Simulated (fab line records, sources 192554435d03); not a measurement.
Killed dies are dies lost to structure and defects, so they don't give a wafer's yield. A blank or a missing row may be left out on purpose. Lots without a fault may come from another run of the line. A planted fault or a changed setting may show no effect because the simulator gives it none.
Split-lot experiment | flow n5_finfet | 7 lots, 21 wafers read, on a route of 1938 steps

THE SPLIT
At N5_PASSIVATION_EXPOSE_07 (exposes mask TV, defocus 0 nm, target cd 3000 nm), the setting dose_mj was moved away from the recipe's 22.75 on 7 of the 21 wafers read, by -6.2% to +6.9%. The other wafers ran this setting at the recipe's value.

FROM THE SPLIT TO THE READING: what the file shows between them, 3 steps
- N5_PASSIVATION_PEB_08
- N5_PASSIVATION_DEVELOP_09: develop time 60 s
- N5_PASSIVATION_HARDBAKE_11: time 120 s

THE READING
cd_nm, in nm, at N5_PASSIVATION_CD_MEAS_10 (target cd 3000 nm). Fault-free wafers of this fab line usually give 2999 nm, standard deviation 3.4 nm.

wafer  | tool, chamber at the split | dose_mj as run | against the recipe | cd_nm, nm | against lot-mates on the recipe
L086.2 | krf_scanner-01, 0          | 22.75          | recipe             | 3001      | -
L086.3 | krf_scanner-01, 0          | 22.75          | recipe             | 3000      | -
L086.6 | krf_scanner-01, 0          | 21.33          | -6.2%              | 2985      | -16
L085.1 | krf_scanner-02, 0          | 22.75          | recipe             | 2998      | -
L085.5 | krf_scanner-02, 0          | 22.75          | recipe             | 3001      | -
L085.6 | krf_scanner-02, 0          | 22.75          | recipe             | 2994      | -
L087.1 | krf_scanner-02, 0          | 22.75          | recipe             | 3001      | -
L087.4 | krf_scanner-02, 0          | 24.32          | +6.9%              | 3014      | +12
L087.5 | krf_scanner-02, 0          | 22.75          | recipe             | 3002      | -
L089.1 | krf_scanner-02, 0          | 23.44          | +3.0%              | 3002      | -2
L089.3 | krf_scanner-02, 0          | 23.44          | +3.0%              | 3004      | +0
L089.5 | krf_scanner-02, 0          | 22.75          | recipe             | 3004      | -
L093.1 | krf_scanner-01, 0          | 22.75          | recipe             | 2995      | -
L093.2 | krf_scanner-01, 0          | 22.75          | recipe             | 2997      | -
L093.4 | krf_scanner-01, 0          | 21.37          | -6.1%              | 2985      | -11
L095.1 | krf_scanner-01, 0          | 22.75          | recipe             | 3000      | -
L095.2 | krf_scanner-01, 0          | 22.75          | recipe             | 3000      | -
L095.4 | krf_scanner-01, 0          | 22.75          | recipe             | 2998      | -
L096.1 | krf_scanner-01, 0          | 22.75          | recipe             | 2994      | -
L096.3 | krf_scanner-01, 0          | 22.13          | -2.7%              | 2991      | -3
L096.4 | krf_scanner-01, 0          | 22.13          | -2.7%              | 2990      | -4

THE FIT
A straight line over all 21 wafers: cd_nm changes by +2.19 nm for each +1% of dose_mj; r = +0.92; the points scatter about the line by 2.7 nm.
The same after taking each lot's own level away (the mean of its wafers on the recipe; 21 wafers): +1.66 nm for each +1%; r = +0.88; scatter 2.6 nm.
On that fit, the largest move of dose_mj shifts the reading by 11 nm.
The lots' own levels span 2994.0 to 3004.0 nm, that is 2.9 times the standard deviation above.
So the lot-to-lot level changes the slope: the two fits differ.
Check: with one of the wafers moved furthest among these (+6.9%) left out of the fit, the line predicts +9.63 nm for it against its lot-mates. It came out at +12.5 nm against them.

OTHER SPLITS ON THESE WAFERS
These wafers also went through other splits before the reading. Each is held against what the fit with the lots' levels taken away leaves over:
other split on the same wafers    | wafers away from the commonest value | r with cd_nm (lot level and that fit taken away)
N5_BEOL_M14_TRENCH_ETCH_34 time_s | 5                                    | -0.10
N5_BEOL_M15_TRENCH_ETCH_34 bias_w | 5                                    | +0.46
N5_BEOL_M15_SPUTTER_44 power_w    | 10                                   | -0.06

THE FILE'S OWN FIT
cd_nm changes by +1.88 nm for each +1% of dose_mj, r = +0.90.
